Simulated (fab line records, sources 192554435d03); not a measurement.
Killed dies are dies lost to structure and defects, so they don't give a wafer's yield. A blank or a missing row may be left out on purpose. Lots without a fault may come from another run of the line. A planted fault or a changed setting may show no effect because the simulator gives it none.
fab line records | flow n5_finfet
record lots=5 wafers=14 last_day=20
route steps=1938 shown MOL_CONTACT_COAG@547 BEOL_M4@1111 PASSIVATION@1936
lots that met no fault: from a run of the same line without faults
start_h: hours from the record's first day to the start of the lot's first wafer shown | wait_h: hours since the lot's step before | " the same as in the row above | L1.1+2: a row that stands for several wafers | - no value, or no start given | * or withheld: withheld | < > ~ a bound
route shown NAME@n: a module of which the file shows steps, and the number in the route of the first | usual: mean/standard deviation of fault-free wafers | same: alike in all rows | chamber/n: place in a boat | sites: the reading at each site | _std_site: their standard deviation | _edge_site: outer sites' mean less inner sites' | radius_mm: how far each site lies from the wafer's centre | mask NAME#n: copy n | behind: the tool/chamber that last shaped the wafer | hold: why the lot was held/for how many hours/how that ended | device: the transistor (n, p or np) that didn't switch | end of line: the same wafers' tests at the end of the route | a step without rows: its recipe alone | killed: dies lost to structure and defects at the first sort, not the wafer's yield | map: a wafer's dies, x killed, . not, _ none there
set.NAME: the setting as run; set.NAME@STEP: as run at that earlier step | model.NAME: the simulator's own value behind a step, which no gauge read
lots at some steps of the route; a table a step, a row a wafer
services: from which hour (start_h, from the record's first day; less than 0 if before it) a tool's chamber was out of use, for how many hours, and why
## steps
# step N5_MOL_CONTACT_COAG_SPUTTER_143
# recipe material=Co target_thk_a=25 temp_c=25 chamber_pressure_pa=0.2
# usual throttle_valve_pct=29.6/1.1
# columns lot.wafer tool chamber start_h wait_h throttle_valve_pct
L748.2 pvd_sputter-02 - 133.03 0.0 30.0
L748.4 " - " " 31.1
L748.5 " - " " 31.4
L752.4 pvd_sputter-01 - 176.76 0.0 31.1
L752.5 " - " " 28.8
L758.2 pvd_sputter-03 - 222.36 0.0 27.8
L758.3 " - " " 29.3
L758.5 " - " " 28.8
L762.3 pvd_sputter-03 - 262.44 0.0 29.1
L762.5 " - " " 29.3
L762.6 " - " " 30.5
L764.1 pvd_sputter-01 - 264.23 0.0 28.5
L764.2 " - " " 28.9
L764.3 " - " " 31.3
# step N5_MOL_CONTACT_COAG_CO_FILL_22
# recipe material=Co target_thk_a=200 temp_c=200 precursor=CCTBA/H2 pressure_torr=30
# usual heater_power_w=235/21
# columns lot.wafer tool chamber start_h wait_h heater_power_w
L748.2 cvd_co-02 0 133.24 0.2 228
L748.4 " 0 " " 223
L748.5 " 1 " " 271
L752.4 cvd_co-01 1 177.17 0.4 244
L752.5 " 2 " " 227
L758.2 cvd_co-01 2 222.48 0.1 236
L758.3 " 1 " " 240
L758.5 " 0 " " 221
L762.3 cvd_co-01 2 262.63 0.1 234
L762.5 " 1 " " 237
L762.6 " 2 " " 235
L764.1 cvd_co-01 2 264.35 0.1 229
L764.2 " 0 " " 223
L764.3 " 1 " " 243
# step N5_MOL_CONTACT_COAG_ANNEAL_113
# recipe temp_c=400 time_s=300 ambient=H2/N2
# usual anneal_temp_c_max=402.4/0.45 lamp_power_pct=2.67/0.065 lamp_zone_6_pct=2.65/0.064 wafer_temp_C_max=401.2/0.5
# columns lot.wafer tool chamber start_h wait_h anneal_temp_c_max lamp_power_pct lamp_zone_6_pct wafer_temp_C_max
L748.2 rtp_anneal-01 0 134.02 0.5 402.5 2.62 2.59 400.3
L748.4 " 0 " " 402.6 2.62 2.59 400.8
L748.5 " 0 " " 402.3 2.62 2.59 400.7
L752.4 rtp_anneal-02 0 178.11 0.6 402.0 2.75 2.72 401.1
L752.5 " 0 " " 402.7 2.75 2.72 401.7
L758.2 rtp_anneal-01 0 223.35 0.6 402.7 2.61 2.59 401.1
L758.3 " 0 " " 401.9 2.61 2.59 400.6
L758.5 " 0 " " 402.2 2.61 2.59 401.0
L762.3 rtp_anneal-02 0 263.68 0.8 402.1 2.75 2.72 402.2
L762.5 " 0 " " 402.3 2.75 2.72 401.7
L762.6 " 0 " " 403.0 2.75 2.72 401.9
L764.1 rtp_anneal-02 0 265.12 0.5 402.3 2.75 2.73 401.5
L764.2 " 0 " " 401.7 2.75 2.72 401.5
L764.3 " 0 " " 402.2 2.75 2.72 402.1
# step N5_MOL_CONTACT_COAG_PRE_CLEAN_142
# recipe gas=H2/He time_s=60 temp_c=300
# step N5_MOL_CONTACT_COAG_SPUTTER_130
# recipe material=Co target_thk_a=475 temp_c=25 chamber_pressure_pa=0.5 power_w=3000
# step N5_MOL_CONTACT_COAG_PRECLEAN_125
# recipe chemistry=DIW time_s=57.5 temp_c=23
# step N5_MOL_CONTACT_COAG_SRD_126
# recipe dry_time_s=32 dry=n2_spin spin_rpm=1500
# step N5_MOL_CONTACT_COAG_CMP_23
# recipe stop_on=SiO2 t_overpolish_s=1.5 post_cmp_clean=cu_alkaline down_force_psi=2 platen_rpm=50.289 pad_velocity_m_s=1.0006 target_thk_nm=0
# usual motor_current_A=8.6/1.3 overpolish_run_s=1.499/0.0087 retaining_ring_pressure_frac=1.000/0.0048 time_to_endpoint_s=10.0/2.2
# columns lot.wafer tool chamber start_h wait_h motor_current_A overpolish_run_s retaining_ring_pressure_frac time_to_endpoint_s
L748.2 cmp-03 0 135.99 0.0 8.6 1.494 1.001 10.6
L748.4 " 2 " " 8.1 1.502 1.006 11.6
L748.5 " 1 " " 12.2 1.501 1.007 11.8
L752.4 cmp-03 2 179.49 0.0 8.2 1.497 0.994 11.6
L752.5 " 2 " " 8.0 1.515 1.007 9.0
L758.2 cmp-01 3 225.26 0.1 7.4 1.510 0.998 11.6
L758.3 " 2 " " 8.6 1.514 0.989 13.4
L758.5 " 0 " " 7.5 1.500 0.995 13.6
L762.3 cmp-03 3 265.45 0.2 9.0 1.502 0.993 11.3
L762.5 " 1 " " 11.5 1.509 0.989 12.9
L762.6 " 2 " " 8.8 1.511 0.993 10.4
L764.3 cmp-03 0 266.75 0.0 8.8 1.493 0.999 9.4
L764.1 " 1 " " 11.7 1.497 0.996 10.1
L764.2 " 3 " " 9.5 1.518 1.006 8.7
# step N5_MOL_CONTACT_COAG_WET_ETCH_26
# recipe target=Co target_depth_nm=13
# step N5_MOL_CONTACT_COAG_WET_ETCH_116
# recipe chemistry=SC1-inhibited target_depth_nm=4.6 dry=ipa_marangoni rinse_time_s=30 rinse_temp_c=23
# step N5_MOL_CONTACT_COAG_ALD_27
# recipe material=SiOC target_thk_a=170 temp_c=400 ald_precursor_family=carbosiloxane ald_co_reactant=H2-plasma pulse_time_s=1.5 time_s=2720 purge_time_s=2 co_reactant_purge_time_s=2 ald_cycles=340 pressure_torr=2
# usual heater_power_w=883/100 precursor_pulse_height_rel=0.999/0.018 run_length_s=2770.0/0.45 time_s=2720/0
# same co_reactant_purge_time_s=2
# columns lot.wafer tool chamber start_h wait_h heater_power_w precursor_pulse_height_rel run_length_s time_s
L748.2 ald_sin-01 3 136.81 0.0 742 1.010 2770.4 2720
L748.4 " 2 " " 964 1.018 2769.5 2720
L748.5 " 2 " " 923 0.976 2769.5 2720
L752.4 ald_sin-01 1 180.41 0.1 833 1.014 3170.7 3120.8
L752.5 " 3 " " 771 0.991 2770.2 2720
L758.2 ald_sin-04 1 226.08 0.0 886 0.987 2770.3 2720
L758.3 " 2 " " 1015 0.983 2770.4 2720
L758.5 " 1 " " 891 0.983 2769.6 2720
L762.3 ald_sin-01 3 267.80 1.6 772 1.019 2770.3 2720
L762.5 " 1 " " 834 1.005 2770.9 2720
L762.6 " 2 " " 964 0.966 2769.5 2720
L764.1 ald_sin-01 1 269.34 1.8 833 1.022 2770.1 2720
L764.2 " 2 " " 965 0.994 2769.6 2720
L764.3 " 0 " " 983 0.992 2770.7 2720
# step N5_MOL_CONTACT_COAG_CMP_28
# recipe stop_on=SiNx t_overpolish_s=0.85 post_cmp_clean=alkaline_brush down_force_psi=4.15 platen_rpm=51.8 pad_velocity_m_s=1.0307 target_thk_nm=14.522
# usual motor_current_A=12.8/1.7 retaining_ring_pressure_frac=1.000/0.0045 time_to_endpoint_s=4.4/2.1
# columns lot.wafer tool chamber start_h wait_h motor_current_A retaining_ring_pressure_frac time_to_endpoint_s
L748.2 cmp-03 2 138.45 0.9 11.9 1.007 6.0
L748.4 " 3 " " 13.4 0.999 6.3
L748.5 " 1 " " 18.5 0.993 8.8
L752.4 cmp-03 3 182.02 0.8 14.7 1.003 5.4
L752.5 " 2 " " 12.8 1.005 3.0
L758.3 cmp-01 3 227.64 0.8 10.9 0.992 4.2
L758.2 " 0 " " 10.5 1.000 6.9
L758.5 " 3 " " 11.4 0.998 3.6
L762.3 cmp-02 0 269.49 0.9 12.9 0.994 5.7
L762.6 " 1 " " 12.1 1.001 5.0
L762.5 " 2 " " 11.5 0.991 5.6
L764.1 cmp-02 1 270.93 0.8 12.2 1.001 2.4
L764.2 " 2 " " 12.3 0.995 4.7
L764.3 " 3 " " 11.9 1.008 3.7
# step N5_BEOL_M4_RC_MEAS_101
# usual DIBL_N=36.5/1.2 DIBL_P=36.5/1.6 IOFF_N=0.162/0.023 IOFF_P=0.221/0.03 ION_N=678/8 ION_P=466/6.3 SS_N=71.6/0.46 SS_P=73.3/0.57 VT_N=249.2/2.6 VT_P=-249/3.3
# columns lot.wafer tool chamber start_h wait_h DIBL_N[mV/V] DIBL_P[mV/V] IOFF_N[nA/um] IOFF_P[nA/um] ION_N[uA/um] ION_P[uA/um] SS_N[mV/dec] SS_P[mV/dec] VT_N[mV] VT_P[mV]
L748.2 prober-02 0 254.99 0.2 36.7 37.4 0.147 0.180 676 458 71.2 73.0 253.0 -254
L748.4 " 0 " " 36.0 37.2 0.143 0.176 666 454 70.7 74.2 252.7 -256
L748.5 " 0 " " 36.7 38.4 0.163 0.199 678 465 71.6 73.3 248.5 -251
L752.4 prober-02 0 288.07 0.5 37.2 37.1 0.190 0.208 685 462 71.8 73.6 248.4 -254
L752.5 " 0 " " 36.5 36.4 0.179 0.199 675 457 72.6 74.2 248.9 -252
L758.2 prober-01 0 325.84 0.2 35.2 35.3 0.146 0.186 676 460 71.1 72.7 249.7 -253
L758.3 " 0 " " 35.0 34.9 0.140 0.182 686 462 71.2 72.3 250.2 -253
L758.5 " 0 " " 37.0 37.6 0.172 0.231 681 468 71.4 73.8 246.7 -250
L762.3 prober-02 0 361.84 0.3 35.3 34.2 0.128 0.175 664 456 70.1 72.8 250.6 -257
L762.5 " 0 " " 36.8 36.3 0.149 0.200 668 463 71.1 72.9 251.3 -252
L762.6 " 0 " " 36.7 36.7 0.161 0.210 683 465 71.8 73.6 251.0 -253
L764.1 prober-02 0 367.40 0.0 38.7 37.2 0.188 0.232 680 459 71.8 73.9 247.1 -250
L764.2 " 0 " " 39.2 38.0 0.191 0.254 684 467 71.3 74.5 246.4 -248
L764.3 " 0 " " 39.6 38.2 0.197 0.256 686 471 71.9 74.1 247.0 -246
# step N5_PASSIVATION_PROBE_49
# usual defect_limited_yield=91.2/1.3 killed_at_M0_to_M3=34/9.2 killed_at_M4_up=14/5 killed_at_contacts=13/6.7 killed_at_front_end=39/12 killed_at_other=4/3.3 killed_dies=104/15 killed_on_rim=14/3.7 killed_open=68/12 killed_short=34/7.5 sort_bin_5_function=5.2/0.87 sort_bin_6_memory=3.3/0.63 sort_n_pass=1076/15 sort_yield_pct=91.2/1.3
# same gross_dies=1180 killed_at_back_side=0 sort_bin_4_leakage[%]=0 sort_bin_8_speed[%]=0
# columns lot.wafer tool chamber start_h wait_h defect_limited_yield[%] killed_at_M0_to_M3 killed_at_M4_up killed_at_contacts killed_at_front_end killed_at_other killed_dies killed_on_rim killed_open killed_short sort_bin_5_function[%] sort_bin_6_memory[%] sort_n_pass sort_yield_pct[%]
L762.3 prober-01 - 461.63 0.1 91.2 41 14 10 35 4 104 14 60 41 5.6 2.6 1076 91.2
L762.5 prober-01 - 461.73 0.2 92.5 41 12 6 20 9 88 20 53 34 4.0 3.1 1092 92.5
L762.6 prober-01 - 461.78 0.3 90.1 59 18 5 32 3 117 15 75 38 6.3 3.6 1063 90.1
# killed by level:class
L762.3 BEOL_M0_SAQP:geometric_particle:open=12 BEOL_M3:geometric_particle:open=10 BEOL_M0_SAQP:geometric_particle:short=9 STARTING-WAFER:geometric_particle:short=8 MOL_CONTACT_COAG:geometric_particle:open=7 GATE_CUT:geometric_particle:short=6 BEOL_M3:geometric_particle:short=4 BEOL_M4:geometric_particle:open=4
L762.5 BEOL_M0_SAQP:geometric_particle:open=10 BEOL_M0_SAQP:geometric_particle:short=8 BEOL_M2:geometric_particle:open=7 BEOL_M3:geometric_particle:open=6 FIN_SAQP:geometric_particle:open=4 FIN_SAQP:geometric_particle:short=4 STI_FIN_REVEAL:geometric_particle:open=4 MOL_CONTACT_COAG:geometric_particle:open=4
L762.6 BEOL_M0_SAQP:geometric_particle:open=18 BEOL_M0_SAQP:geometric_particle:short=17 FIN_SAQP:geometric_particle:open=11 BEOL_M4:geometric_particle:open=9 BEOL_M2:geometric_particle:open=9 BEOL_M3:geometric_particle:open=9 STI_FIN_REVEAL:geometric_particle:open=7 BEOL_M3:geometric_particle:short=5
## services
# columns tool chamber start_h hours kind
cvd_co-02 2 118.84 5.1 repair
ald_sin-04 0 123.95 17.5 repair
pvd_sputter-01 - 127.38 0.8 repair
cmp-01 - 127.61 1.6 repair
ald_sin-04 - 136.29 55.4 repair
cvd_co-01 - 143.59 0.8 repair
cmp-03 - 146.79 0.3 repair
ald_sin-01 - 153.33 2.8 pm
cmp-02 - 160.77 1.0 repair
cmp-01 - 178.10 2.4 repair
pvd_sputter-03 - 188.94 5.9 repair
ald_sin-01 2 189.24 4.2 repair
cmp-03 - 194.05 0.8 repair
cvd_co-01 - 195.89 6.0 pm
cvd_co-02 - 201.89 2.8 pm
pvd_sputter-02 - 202.44 2.8 repair
cmp-02 - 204.15 0.5 repair
pvd_sputter-03 - 211.08 3.7 repair
cmp-03 - 221.66 29.9 repair
cmp-01 - 232.38 5.4 pm
cmp-01 - 243.19 4.5 pm
cmp-01 - 265.06 4.0 pm
cvd_co-01 - 266.85 28.1 pm
cmp-03 - 267.28 4.0 pm
## key
first_sign step=N5_MOL_CONTACT_COAG_ALD_27 reading=time_s direction=up sigmas=99+ usual=* struck=*
effect step=N5_MOL_CONTACT_COAG_ALD_27 reading=run_length_s direction=up sigmas=99+ usual=* struck=*
met_at N5_MOL_CONTACT_COAG_ALD_27
struck_wafers L752.4
onset_between 136.81 180.41
fault kind=process_parameter_drift tool=ald_sin-01 chamber=- onset_h=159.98 steps=N5_MOL_CONTACT_COAG_ALD_27 channel=time_s offset=* shape=step end_h=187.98 scope=struck_wafers_only stated=*
